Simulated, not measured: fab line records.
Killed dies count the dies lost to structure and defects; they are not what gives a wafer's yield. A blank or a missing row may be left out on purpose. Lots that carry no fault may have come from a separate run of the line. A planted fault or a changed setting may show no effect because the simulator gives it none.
fab line records | flow nandHarc
record lots=6 | wafers=18 | lastDay=32
route steps=1302 shown P_M1@292 P_M2@318 END@1302
lots with no fault: from the same line, run without faults
startH: hours from the record's opening day to when the first of the lot's shown wafers began | waitH: time in hours since the lot's previous step | " the same as in the row above | L1.1+2: a row that stands for several wafers | - no value, or no start was given | * or withheld: withheld | < > ~ a bound
route shown NAME@n: NAME is a module with steps in the file, n the number in the route of the first one | usual: average and standard deviation across the fault-free wafers | same: alike in all rows | chamber/n: place in a boat | sites: per-site readings | _std_site: standard deviation across them | _edge_site: the outer-site mean with the inner-site mean subtracted | radiusMm: how far each site lies from the wafer's centre | mask NAME#n: copy n | behind: the last tool/chamber to shape the wafer | hold: the reason the lot was held/the length of the hold in hours/how it ended | device: the transistor (n, p or np) that didn't switch | end of line: the same wafers' tests at the end of the route | a step given without rows: its recipe and nothing more | killed: dies lost to structure and defects at the first sort, not the wafer's yield | map: a wafer's dies, marking killed ones x, the rest . and places with no die _
set.NAME: the run value of the setting; set.NAME@STEP: its run value at that earlier step | model.NAME: the simulator's own value behind a step, which no gauge read
a table for each step, a row for each wafer; lots at some steps of the route
services: a tool's chamber out of use, with start hour (startH, from the record's first day; less than 0 if before it), hours out, and reason
## steps
# step NHARC_P_M1_EXPOSE_06
# recipe na=1.35 | targetCdNm=130 | doseMj=81.88 | maskId=P_M1
# step NHARC_P_M1_PEB_07
# recipe pebTempC=100 | pebTimeS=65
# step NHARC_P_M1_DEVELOP_08
# recipe developTimeS=35 | devTempC=23
# step NHARC_P_M1_CD_MEAS_09
# recipe targetCdNm=130 | landingEnergyEv=500
# usual cdNm=130.0/0.58
lot.wafer | tool     | chamber | startH | waitH | cdNm
L360.1    | cdSem-01 | 0       | 139.68 | -     | 130.3
L360.5    | "        | 0       | "      | "     | 130.5
L360.6    | "        | 0       | "      | "     | 129.4
L363.1    | cdSem-01 | 0       | 150.52 | -     | 130.7
L363.4    | "        | 0       | "      | "     | 130.3
L363.5    | "        | 0       | "      | "     | 130.6
L364.2    | cdSem-02 | 0       | 164.76 | -     | 128.6
L364.3    | "        | 0       | "      | "     | 129.8
L364.6    | "        | 0       | "      | "     | 129.6
L365.2    | cdSem-01 | 0       | 183.20 | -     | 129.0
L365.3    | "        | 0       | "      | "     | 129.1
L365.5    | "        | 0       | "      | "     | 129.0
L366.1    | cdSem-02 | 0       | 184.10 | -     | 128.8
L366.2    | "        | 0       | "      | "     | 129.5
L366.6    | "        | 0       | "      | "     | 129.5
L381.1    | cdSem-03 | 0       | 326.04 | -     | 130.3
L381.3    | "        | 0       | "      | "     | 130.5
L381.6    | "        | 0       | "      | "     | 130.6
# step NHARC_P_M1_OVL_MEAS_10
# recipe pitchNm=260
# usual overlayXNm=-0.1/0.8 | overlayYNm=-0.3/0.84
lot.wafer | tool       | chamber | startH | waitH | overlayXNm | overlayYNm
L360.1    | overlay-02 | -       | 139.77 | -     | 0.6        | -0.1
L360.5    | "          | -       | "      | "     | -0.2       | -0.6
L360.6    | "          | -       | "      | "     | 0.0        | -0.6
L363.1    | overlay-02 | -       | 150.61 | -     | -1.0       | 1.2
L363.4    | "          | -       | "      | "     | -1.0       | 1.1
L363.5    | "          | -       | "      | "     | -1.1       | 0.7
L364.2    | overlay-02 | -       | 164.85 | -     | -0.8       | -0.3
L364.3    | "          | -       | "      | "     | -0.4       | -0.7
L364.6    | "          | -       | "      | "     | -0.8       | 0.0
L365.2    | overlay-02 | -       | 183.29 | -     | 0.7        | -0.2
L365.3    | "          | -       | "      | "     | 0.3        | -0.5
L365.5    | "          | -       | "      | "     | 0.7        | -0.4
L366.1    | overlay-02 | -       | 184.18 | -     | 0.2        | -1.5
L366.2    | "          | -       | "      | "     | 0.4        | -1.4
L366.6    | "          | -       | "      | "     | 0.5        | -2.0
L381.1    | overlay-02 | -       | 326.13 | -     | 2.4        | 0.1
L381.3    | "          | -       | "      | "     | 1.6        | 0.0
L381.6    | "          | -       | "      | "     | 2.7        | -0.1
# step NHARC_P_M1_INSPECT_11
# usual rawDefectCount=4.2/2.8
lot.wafer | tool             | chamber | startH | waitH | rawDefectCount
L360.1    | defectInspect-02 | -       | 139.81 | 0.0   | 2
L360.5    | "                | -       | "      | "     | 2
L360.6    | "                | -       | "      | "     | 4
L363.1    | defectInspect-01 | -       | 150.64 | 0.0   | 3
L363.4    | "                | -       | "      | "     | 3
L363.5    | "                | -       | "      | "     | 4
L364.2    | defectInspect-02 | -       | 164.88 | 0.0   | 3
L364.3    | "                | -       | "      | "     | 4
L364.6    | "                | -       | "      | "     | 3
L365.2    | defectInspect-02 | -       | 183.32 | 0.0   | 4
L365.3    | "                | -       | "      | "     | 5
L365.5    | "                | -       | "      | "     | 6
L366.1    | defectInspect-02 | -       | 184.22 | 0.0   | 4
L366.2    | "                | -       | "      | "     | 1
L366.6    | "                | -       | "      | "     | 0
L381.1    | defectInspect-01 | -       | 326.17 | 0.0   | 3
L381.3    | "                | -       | "      | "     | 1
L381.6    | "                | -       | "      | "     | 2
# step NHARC_P_M1_DESCUM_14
# recipe timeS=3 | o2FlowSccm=200 | arFlowSccm=0 | biasPowerW=0 | chemistry=O2
# step NHARC_P_M1_ETCH_35
# recipe targetDepthA=400 | overetchA=120 | timeS=43.94 | ionEnergyEv=200 | n2FlowSccm=150 | h2FlowSccm=150 | arFlowSccm=0 | rfW=400 | biasW=150 | chemistry=N2/H2
# step NHARC_P_M1_ETCH_15
# recipe targetDepthA=1825 | timeS=91.2 | c4f8FlowSccm=withheld | arFlowSccm=400 | rfW=600 | biasW=300 | chemistry=C4F8/Ar
# usual biasW=300.1/0.95 | oesProductAu=0.952/0.02 | rfVppV=441/3.3
lot.wafer | tool       | chamber | startH | waitH | biasW | oesProductAu | rfHoursCounterH | rfVppV
L360.1    | rieDiel-01 | 3       | -      | -     | 301.7 | 0.932        | 9               | 437
L360.5    | "          | 2       | "      | "     | 301.1 | 0.937        | -               | 443
L360.6    | "          | 3       | "      | "     | 299.9 | 0.938        | -               | 437
L363.4    | rieDiel-01 | 3       | -      | -     | 299.2 | 0.951        | 11              | 437
L363.1    | "          | 0       | "      | "     | 299.2 | 0.945        | 11              | 445
L363.5    | "          | 0       | "      | "     | 299.5 | 0.942        | -               | 445
L364.3    | rieDiel-01 | 3       | -      | -     | 299.6 | 0.924        | 12              | 437
L364.2    | "          | 0       | "      | "     | 300.1 | 0.927        | 12              | 446
L364.6    | "          | 3       | "      | "     | 300.2 | 0.927        | -               | 437
L365.2    | rieDiel-01 | 0       | -      | -     | 301.0 | 0.923        | 14              | 445
L365.3    | "          | 2       | "      | "     | 299.6 | 0.940        | 13              | 443
L365.5    | "          | 1       | "      | "     | 300.5 | 0.926        | -               | 441
L366.1    | rieDiel-01 | 3       | -      | -     | 300.0 | 0.928        | 14              | 437
L366.2    | "          | 0       | "      | "     | 299.2 | 0.928        | 14              | 445
L366.6    | "          | 3       | "      | "     | 301.7 | 0.941        | -               | 438
L381.3    | rieDiel-01 | 2       | -      | -     | 300.9 | 0.962        | 10              | 444
L381.1    | "          | 1       | "      | "     | 300.8 | 0.959        | 10              | 441
L381.6    | "          | 2       | "      | "     | 299.6 | 0.969        | -               | 442
# step NHARC_P_M1_CD_MEAS_16
# usual cdNm=130.0/0.7
lot.wafer | tool     | chamber | startH | waitH | cdNm
L360.1    | cdSem-02 | -       | 140.17 | -     | 130.6
L360.5    | "        | -       | "      | "     | 129.9
L360.6    | "        | -       | "      | "     | 128.0
L363.1    | cdSem-02 | -       | 151.30 | -     | 130.4
L363.4    | "        | -       | "      | "     | 130.6
L363.5    | "        | -       | "      | "     | 130.8
L364.2    | cdSem-03 | -       | 165.25 | -     | 129.2
L364.3    | "        | -       | "      | "     | 128.8
L364.6    | "        | -       | "      | "     | 129.3
L365.2    | cdSem-03 | -       | 183.69 | -     | 128.7
L365.3    | "        | -       | "      | "     | 129.3
L365.5    | "        | -       | "      | "     | 128.8
L366.1    | cdSem-01 | -       | 184.59 | -     | 129.0
L366.2    | "        | -       | "      | "     | 130.0
L366.6    | "        | -       | "      | "     | 129.8
L381.1    | cdSem-02 | -       | 326.53 | -     | 131.3
L381.3    | "        | -       | "      | "     | 130.0
L381.6    | "        | -       | "      | "     | 131.3
# step NHARC_P_M1_STRIP_18
# recipe powerW=1000 | n2FlowSccm=150 | h2FlowSccm=150 | arFlowSccm=0 | biasW=0 | chemistry=N2/H2
# step NHARC_P_M1_ETCH_28
# recipe targetDepthA=300 | overEtchFrac=0.3 | timeS=72.99 | ionEnergyEv=150 | cf4FlowSccm=50 | n2FlowSccm=100 | arFlowSccm=150 | rfW=300 | biasW=100 | chemistry=CF4/N2
# step NHARC_P_M1_STRIP_19
# recipe timeS=600 | tempC=30 | chemistry=postEtchResidueRemover
lot.wafer  | tool        | chamber | startH | waitH
L360.1+6+5 | wetBench-08 | 4,7,0   | 140.62 | -
L363.5+1+4 | wetBench-08 | 4,6,1   | 151.75 | -
L364.6+2+3 | wetBench-08 | 6,0,2   | 165.69 | -
L365.3+5+2 | wetBench-08 | 7,0,1   | 184.14 | -
L366.2+1+6 | wetBench-08 | 0,2,5   | 185.04 | -
L381.1+3+6 | wetBench-08 | 0,1,2   | 326.98 | -
# step NHARC_P_M1_DEGAS_29
# recipe tempC=250 | timeS=60
# usual heaterPowerW=330/35 | susceptorTempC=249.99/0.19
lot.wafer | tool          | chamber | startH | waitH | heaterPowerW | susceptorTempC
L360.1    | pvdSputter-01 | -       | 140.92 | -     | 401          | 250.09
L360.6    | "             | -       | "      | "     | 295          | 249.87
L360.5    | "             | -       | "      | "     | 366          | 250.21
L363.1    | pvdSputter-01 | -       | 152.04 | -     | 293          | 250.12
L363.4    | "             | -       | "      | "     | 367          | 249.97
L363.5    | "             | -       | "      | "     | 363          | 250.06
L364.2    | pvdSputter-01 | -       | 165.97 | -     | 304          | 249.82
L364.3    | "             | -       | "      | "     | 290          | 249.95
L364.6    | "             | -       | "      | "     | 394          | 249.89
L365.3    | pvdSputter-01 | -       | 184.40 | -     | 298          | 249.85
L365.2    | "             | -       | "      | "     | 302          | 250.13
L365.5    | "             | -       | "      | "     | 395          | 249.98
L366.2    | pvdSputter-02 | -       | 185.31 | -     | 259          | 250.04
L366.1    | "             | -       | "      | "     | 368          | 250.12
L366.6    | "             | -       | "      | "     | 314          | 249.68
L381.3    | pvdSputter-01 | -       | 327.28 | -     | 387          | 249.85
L381.1    | "             | -       | "      | "     | 380          | 250.18
L381.6    | "             | -       | "      | "     | 382          | 249.83
# step NHARC_P_M1_PRE_CLEAN_30
# recipe timeS=30 | tempC=280 | gas=H2/He
# usual heaterPowerW=408/43 | susceptorTempC=279.96/0.16
lot.wafer | tool          | chamber | startH | waitH | heaterPowerW | susceptorTempC
L360.1    | pvdSputter-01 | -       | -      | -     | 475          | -
L360.5    | "             | -       | "      | "     | 362          | -
L360.6    | "             | -       | "      | "     | 465          | -
L363.4    | pvdSputter-01 | -       | 152.11 | 0.0   | 367          | 280.24
L363.1    | "             | -       | "      | "     | 480          | 279.86
L363.5    | "             | -       | "      | "     | 373          | 280.18
L364.2    | pvdSputter-01 | -       | -      | -     | 440          | 280.10
L364.3    | "             | -       | "      | "     | 368          | 280.26
L364.6    | "             | -       | "      | "     | 367          | 279.77
L365.2    | pvdSputter-01 | -       | -      | -     | 482          | -
L365.3    | "             | -       | "      | "     | 447          | -
L365.5    | "             | -       | "      | "     | 474          | -
L366.2    | pvdSputter-02 | -       | -      | -     | 454          | 280.05
L366.1    | "             | -       | "      | "     | 326          | 279.83
L366.6    | "             | -       | "      | "     | 447          | 279.94
L381.1    | pvdSputter-01 | -       | -      | -     | 377          | 280.22
L381.3    | "             | -       | "      | "     | 467          | 280.05
L381.6    | "             | -       | "      | "     | 454          | 280.14
# step NHARC_P_M1_PVD_20
# recipe targetThkA=50 | biasV=168.6 | powerW=15000 | chamberPressurePa=0.12 | timeS=8.06 | substrateTempC=50 | material=TaN
# step NHARC_P_M1_PVD_21
# recipe targetThkA=300 | chamberPressurePa=5 | powerW=5000 | substrateTempC=30 | timeS=20.49 | material=Cu
# usual throttleValvePct=30.7/1.2
lot.wafer | tool          | chamber | startH | waitH | throttleValvePct
L360.1    | pvdSputter-01 | -       | -      | -     | 30.1
L360.5    | "             | -       | "      | "     | 30.1
L360.6    | "             | -       | "      | "     | 30.7
L363.1    | pvdSputter-01 | -       | 152.46 | 0.2   | 29.9
L363.4    | "             | -       | "      | "     | 32.9
L363.5    | "             | -       | "      | "     | 30.9
L364.2    | pvdSputter-01 | -       | -      | -     | 30.6
L364.3    | "             | -       | "      | "     | 30.9
L364.6    | "             | -       | "      | "     | 30.6
L365.3    | pvdSputter-01 | -       | -      | -     | 32.4
L365.2    | "             | -       | "      | "     | 30.3
L365.5    | "             | -       | "      | "     | 30.0
L366.1    | pvdSputter-02 | -       | -      | -     | 29.6
L366.2    | "             | -       | "      | "     | 28.5
L366.6    | "             | -       | "      | "     | 28.9
L381.3    | pvdSputter-01 | -       | -      | -     | 30.7
L381.1    | "             | -       | "      | "     | 30.7
L381.6    | "             | -       | "      | "     | 29.7
# step NHARC_P_M1_ECD_22
# recipe targetThkA=4000 | bathTempC=25 | material=Cu
# step NHARC_P_M1_ANNEAL_31
# recipe tempC=225 | timeS=90
# step NHARC_P_M1_CMP_23
# recipe tOverpolishS=20 | targetThkNm=157.82
# step NHARC_P_M1_THK_MEAS_24
# recipe thkMeasGauge=xrf
# usual thkNm=157.5/1.3
lot.wafer | tool         | chamber | startH | waitH | thkNm
L360.1    | filmMetro-02 | -       | 142.29 | -     | 158.6
L360.5    | "            | -       | "      | "     | 156.9
L360.6    | "            | -       | "      | "     | 160.0
L363.1    | filmMetro-01 | -       | 153.65 | -     | 157.8
L363.4    | "            | -       | "      | "     | 157.8
L363.5    | "            | -       | "      | "     | 157.1
L364.2    | filmMetro-02 | -       | 167.36 | -     | 157.5
L364.3    | "            | -       | "      | "     | 158.1
L364.6    | "            | -       | "      | "     | 157.7
L365.2    | filmMetro-02 | -       | 185.80 | -     | 156.0
L365.3    | "            | -       | "      | "     | 158.2
L365.5    | "            | -       | "      | "     | 159.0
L366.1    | filmMetro-01 | -       | 186.72 | -     | 158.8
L366.2    | "            | -       | "      | "     | 157.4
L366.6    | "            | -       | "      | "     | 158.4
L381.1    | filmMetro-01 | -       | 328.68 | -     | 155.6
L381.3    | "            | -       | "      | "     | 156.7
L381.6    | "            | -       | "      | "     | 157.0
# step NHARC_P_M1_SRD_25
# step NHARC_P_M1_PRE_CLEAN_32
# recipe timeS=12 | tempC=370 | rfPowerW=300 | gas=NH3
# usual heaterPowerW=583/93 | susceptorTempC=369.99/0.24
lot.wafer | tool     | chamber | startH | waitH | heaterPowerW | susceptorTempC
L360.1    | pecvd-04 | 1       | 142.54 | 0.1   | 490          | 369.68
L360.6    | "        | 2       | "      | "     | 607          | 370.40
L360.5    | "        | 0       | "      | "     | 558          | 369.89
L363.1    | pecvd-04 | 2       | 153.90 | 0.1   | 548          | 370.37
L363.5    | "        | 0       | "      | "     | 639          | 370.28
L363.4    | "        | 2       | "      | "     | 561          | 370.32
L364.2    | pecvd-03 | 0       | 167.60 | 0.1   | 587          | 369.74
L364.3    | "        | 1       | "      | "     | 702          | 369.80
L364.6    | "        | 1       | "      | "     | 704          | 370.00
L365.3    | pecvd-04 | 2       | 186.02 | 0.1   | 514          | 369.85
L365.2    | "        | 0       | "      | "     | 595          | 370.30
L365.5    | "        | 0       | "      | "     | 594          | 370.48
L366.1    | pecvd-02 | 0       | 186.95 | 0.1   | 651          | 369.90
L366.2    | "        | 1       | "      | "     | 548          | 369.92
L366.6    | "        | 0       | "      | "     | 653          | 369.84
L381.3    | pecvd-02 | 2       | 328.95 | 0.1   | 425          | 369.67
L381.1    | "        | 0       | "      | "     | 579          | 370.11
L381.6    | "        | 1       | "      | "     | 462          | 370.02
# step NHARC_P_M1_DEP_33
# recipe targetThkA=300 | tempC=370 | targetThkNm=30 | pressureTorr=3 | flowSccm=200 | rfW=450 | material=SiCN
# step NHARC_P_M2_DEP_00
# recipe targetThkA=1825 | targetThkNm=182.5 | tempC=withheld | pressureTorr=5 | flowSccm=200 | rfW=600 | material=SiOC
# step NHARC_P_M2_DEHYDRATE_01
# recipe tempC=150 | timeS=120
# step NHARC_P_M2_HMDS_02
# recipe timeS=30
# step NHARC_P_M2_COAT_34
# recipe tempC=200 | timeS=65
# step NHARC_P_M2_COAT_03
# recipe spinRpm=1500 | resistThkNm=90
# step NHARC_P_M2_SOFTBAKE_04
# recipe tempC=105 | timeS=55
# step NHARC_P_M2_EBR_05
# step NHARC_P_M2_EXPOSE_06
# recipe na=1.35 | targetCdNm=170 | doseMj=80.78 | maskId=P_M2
# step NHARC_P_M2_PEB_07
# recipe pebTempC=100 | pebTimeS=65
# step NHARC_P_M2_DEVELOP_08
# recipe developTimeS=35 | devTempC=23
# step NHARC_P_M2_CD_MEAS_09
# recipe targetCdNm=170 | landingEnergyEv=500
# usual cdNm=170.2/0.44
lot.wafer | tool     | chamber | startH | waitH | cdNm
L360.1    | cdSem-02 | 0       | 143.85 | -     | 170.7
L360.5    | "        | 0       | "      | "     | 171.1
L360.6    | "        | 0       | "      | "     | 171.2
L363.1    | cdSem-03 | 0       | 155.21 | -     | 170.0
L363.4    | "        | 0       | "      | "     | 170.1
L363.5    | "        | 0       | "      | "     | 169.6
L364.2    | cdSem-01 | 0       | 168.79 | -     | 170.4
L364.3    | "        | 0       | "      | "     | 170.0
L364.6    | "        | 0       | "      | "     | 170.5
L365.2    | cdSem-01 | 0       | 187.35 | -     | 170.5
L365.3    | "        | 0       | "      | "     | 170.3
L365.5    | "        | 0       | "      | "     | 169.9
L366.1    | cdSem-03 | 0       | 188.15 | -     | 169.3
L366.2    | "        | 0       | "      | "     | 169.1
L366.6    | "        | 0       | "      | "     | 168.9
L381.1    | cdSem-01 | 0       | 330.27 | -     | 170.3
L381.3    | "        | 0       | "      | "     | 170.6
L381.6    | "        | 0       | "      | "     | 169.9
# step NHARC_P_M2_OVL_MEAS_10
# recipe pitchNm=340
# usual overlayXNm=0.0/0.9 | overlayYNm=0.1/0.64
lot.wafer | tool       | chamber | startH | waitH | overlayXNm | overlayYNm
L360.1    | overlay-01 | -       | 143.94 | -     | 0.3        | 0.8
L360.5    | "          | -       | "      | "     | 0.8        | 0.2
L360.6    | "          | -       | "      | "     | 0.7        | 0.4
L363.1    | overlay-02 | -       | 155.30 | -     | 0.5        | -0.3
L363.4    | "          | -       | "      | "     | -0.4       | 0.0
L363.5    | "          | -       | "      | "     | -0.4       | 0.1
L364.2    | overlay-02 | -       | 168.87 | -     | -0.7       | -0.2
L364.3    | "          | -       | "      | "     | -0.6       | -0.8
L364.6    | "          | -       | "      | "     | -0.1       | -0.6
L365.2    | overlay-02 | -       | 187.45 | -     | -0.3       | -1.2
L365.3    | "          | -       | "      | "     | -0.5       | -0.6
L365.5    | "          | -       | "      | "     | -0.6       | -0.5
L366.1    | overlay-01 | -       | 188.24 | -     | -0.3       | 0.1
L366.2    | "          | -       | "      | "     | -0.2       | -0.2
L366.6    | "          | -       | "      | "     | -0.5       | -0.2
L381.1    | overlay-01 | -       | 330.36 | -     | -0.8       | -0.1
L381.3    | "          | -       | "      | "     | -0.2       | 0.3
L381.6    | "          | -       | "      | "     | -0.6       | 0.2
# step NHARC_P_M2_DESCUM_14
# recipe timeS=3 | o2FlowSccm=200 | arFlowSccm=0 | biasPowerW=0 | chemistry=O2
# step NHARC_P_M2_ETCH_35
# recipe targetDepthA=400 | overetchA=120 | timeS=43.94 | ionEnergyEv=200 | n2FlowSccm=150 | h2FlowSccm=150 | arFlowSccm=0 | rfW=400 | biasW=150 | chemistry=N2/H2
# step NHARC_P_M2_ETCH_15
# recipe targetDepthA=1825 | timeS=91.2 | c4f8FlowSccm=withheld | arFlowSccm=400 | rfW=600 | biasW=300 | chemistry=C4F8/Ar
# step NHARC_END_SORT_01
# recipe tempC=25
# usual defectLimitedYield=91/3.1 | killedAtArray=56/21 | killedAtOther=1.2/1.6 | killedAtPeriphery=3.7/2.5 | killedDies=61/21 | killedOpen=3.1/1.8 | killedShort=2.8/1.7
# same grossDies=677
lot.wafer | tool      | chamber | startH | waitH | defectLimitedYield[%] | killedAtArray | killedAtOther | killedAtPeriphery | killedDies | killedOpen | killedShort
L366.1    | prober-02 | 0       | 600.77 | 2.5   | 81                    | 65            | 0             | 64                | 129        | 1          | 3
L366.2    | prober-02 | 0       | 601.54 | 2.7   | 89                    | 54            | 0             | 20                | 74         | 4          | 1
L366.6    | prober-02 | 0       | 604.62 | 3.9   | 77                    | 71            | 2             | 86                | 159        | 3          | 2
L365.2    | prober-01 | 0       | 621.08 | 2.8   | 81                    | 46            | 1             | 80                | 127        | 2          | 0
L365.3    | prober-01 | 0       | 621.89 | 3.1   | 84                    | 72            | 0             | 33                | 105        | 3          | 2
L365.5    | prober-01 | 0       | 623.51 | 3.7   | 84                    | 76            | 0             | 35                | 111        | 4          | 5
# killed by level:class
L366.1 P_M1:unspecified=63 A_CHANNEL_HOLE_D2:chamberFilmFlake=30 A_SLIT:chamberFilmFlake=21 A_SOURCE_PLATE:geometricParticle:short=2 A_CHANNEL_HOLE_D1:chamberFilmFlake=2 A_CHANNEL_FILL_D2:chamberFilmFlake=2 A_STAIRCASE:chamberFilmFlake=2 A_CONTACT:chamberFilmFlake=2
L366.2 A_SLIT:chamberFilmFlake=23 A_CHANNEL_HOLE_D2:chamberFilmFlake=22 P_M1:unspecified=18 A_CHANNEL_HOLE_D1:chamberFilmFlake=2 A_STAIRCASE:chamberFilmFlake=2 P_CONTACT:geometricParticle:open=1 A_ONON_D1:geometricParticle:open=1 A_CHANNEL_HOLE_D1:geometricParticle:open=1
L366.6 P_M1:unspecified=84 A_CHANNEL_HOLE_D2:chamberFilmFlake=36 A_SLIT:chamberFilmFlake=23 A_CONTACT:chamberFilmFlake=3 A_STAIRCASE:chamberFilmFlake=2 A_M0:chamberFilmFlake=2 P_GATE:geometricParticle:short=1 P_M2:geometricParticle:short=1
L365.2 P_M1:unspecified=78 A_CHANNEL_HOLE_D1:chamberFilmFlake=21 A_SLIT:chamberFilmFlake=15 A_CHANNEL_HOLE_D2:chamberFilmFlake=6 A_CHANNEL_FILL_D1:geometricParticle:open=1 A_BLC:geometricParticle:open=1 P_STI:chamberFilmFlake=1 P_M2:chamberFilmFlake=1
L365.3 A_CHANNEL_HOLE_D1:chamberFilmFlake=35 P_M1:unspecified=29 A_SLIT:chamberFilmFlake=23 A_CHANNEL_HOLE_D2:chamberFilmFlake=9 P_GATE:geometricParticle:open=1 P_M1:geometricParticle:open=1 P_M1:geometricParticle:short=1 A_ONON_D1:geometricParticle:short=1
L365.5 A_SLIT:chamberFilmFlake=29 P_M1:unspecified=28 A_CHANNEL_HOLE_D1:chamberFilmFlake=27 A_CHANNEL_HOLE_D2:chamberFilmFlake=7 P_ZERO_WELL:chamberFilmFlake=3 A_M0:geometricParticle:open=2 P_M2:chamberFilmFlake=2 A_STAIRCASE:chamberFilmFlake=2
# map L365.2 (x killed, . not)
____________.____________
_________......._________
_______..........._______
______.............______
_____...x..........._____
____.................____
____...........x.....____
___...................___
___...................___
__.....................__
__.....................__
_.....x................._
_......................._
_.x....................._
_..x...................._
_xxxx.x................._
.xx.xx.x................x
xxxxxxxx.................
.xxxxxxx.................
xxxxxxxx.x...............
xxxxxxx..................
_xxxxxxxx..............._
_xxxxxxx................_
_xxxxxxxx..............._
_xxxxxxx................_
_xxxxxx.x..............._
__.x..xxxx.............__
__..x.xxxx.x...........__
___...xx.xx...........___
___x.xxxxx..x.........___
____xxxxxx.x.........____
____.xxxx..x.........____
_____xxxxx.........._____
______xx.x.........______
_______..........._______
_________x......_________
____________.____________
# map L366.6 (x killed, . not)
____________.____________
_________...x..._________
_______..........._______
______x............______
_____........xxxx..._____
____........xxxxxx...____
____..........xx.....____
___.........xxxxxxx...___
___........x..xxx.....___
__...........xxxx.x....__
__..........x.xxxx....x__
_.....x....xxxxx........_
_.........x....x..x....._
_........x.....xx......._
_.....................xx_
_.....x..x...........xxx_
...x...xx............x.xx
x....xxxxxx........x.x.x.
...xx.xxxxx.x.......xxxx.
.....xxxxxxx.x........x..
.....xxxxxxxx.........x..
_....xxxxxxxx.........x._
_...xxxxxxxxx..........._
_...xxxxxxxxx..........._
_....xxxxxxxx..........._
_....xxxxxx............._
__....x.xxx.x..........__
__...xx.xxx............__
___...xxx.............___
___......x............___
____............x....____
____.................____
_____x.............._____
______.............______
_______...x......._______
_________......._________
____________.____________
## services
tool          | chamber | startH | hours | kind
wetBench-08   | -       | 118.40 | 8.0   | pm
wetBench-08   | 0       | 126.40 | -     | consumableReplace:bath
wetBench-08   | 0       | 126.40 | -     | consumableReplace:filter
wetBench-08   | 1       | 126.40 | -     | consumableReplace:bath
wetBench-08   | 1       | 126.40 | -     | consumableReplace:filter
wetBench-08   | 2       | 126.40 | -     | consumableReplace:bath
wetBench-08   | 2       | 126.40 | -     | consumableReplace:filter
wetBench-08   | 3       | 126.40 | -     | consumableReplace:bath
wetBench-08   | 3       | 126.40 | -     | consumableReplace:filter
wetBench-08   | 4       | 126.40 | -     | consumableReplace:bath
wetBench-08   | 4       | 126.40 | -     | consumableReplace:filter
wetBench-08   | 5       | 126.40 | -     | consumableReplace:bath
pvdSputter-02 | -       | 145.49 | 0.6   | repair
pecvd-03      | -       | 185.23 | 13.0  | pm
rieDiel-01    | 1       | 195.74 | 3.0   | repair
rieDiel-01    | 3       | 201.20 | 7.4   | repair
rieDiel-01    | -       | 204.03 | 9.0   | pm
pvdSputter-01 | -       | 226.00 | 10.0  | pm
pecvd-02      | -       | 227.71 | 13.0  | pm
pvdSputter-02 | -       | 236.49 | 4.4   | repair
pecvd-04      | -       | 269.21 | 13.0  | pm
pvdSputter-02 | -       | 282.00 | 10.0  | pm
wetBench-08   | -       | 294.41 | 8.0   | pm
pvdSputter-02 | -       | 296.03 | 3.5   | repair
## key
firstSign step=NHARC_END_SORT_01 | reading=killedAtPeriphery | direction=up | sigmas=20 | usual=3.7 | struck=53
effect step=NHARC_END_SORT_01 | reading=killedDies | direction=up | sigmas=2.7 | usual=61 | struck=118 | wafersMoved=3
moreKillsBornAt NHARC_P_M1_STRIP_19@wetBench-08=300
metAt NHARC_P_M1_STRIP_19
struckWafers L365.2,L365.3,L365.5,L366.1,L366.2,L366.6
onsetBetween 165.69 184.14
fault kind=chamberParticleSource | tool=wetBench-08 | chamber=- | onsetH=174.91 | steps=NHARC_P_M1_STRIP_19 | ratePerVisitCm2=0.6101 | endH=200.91
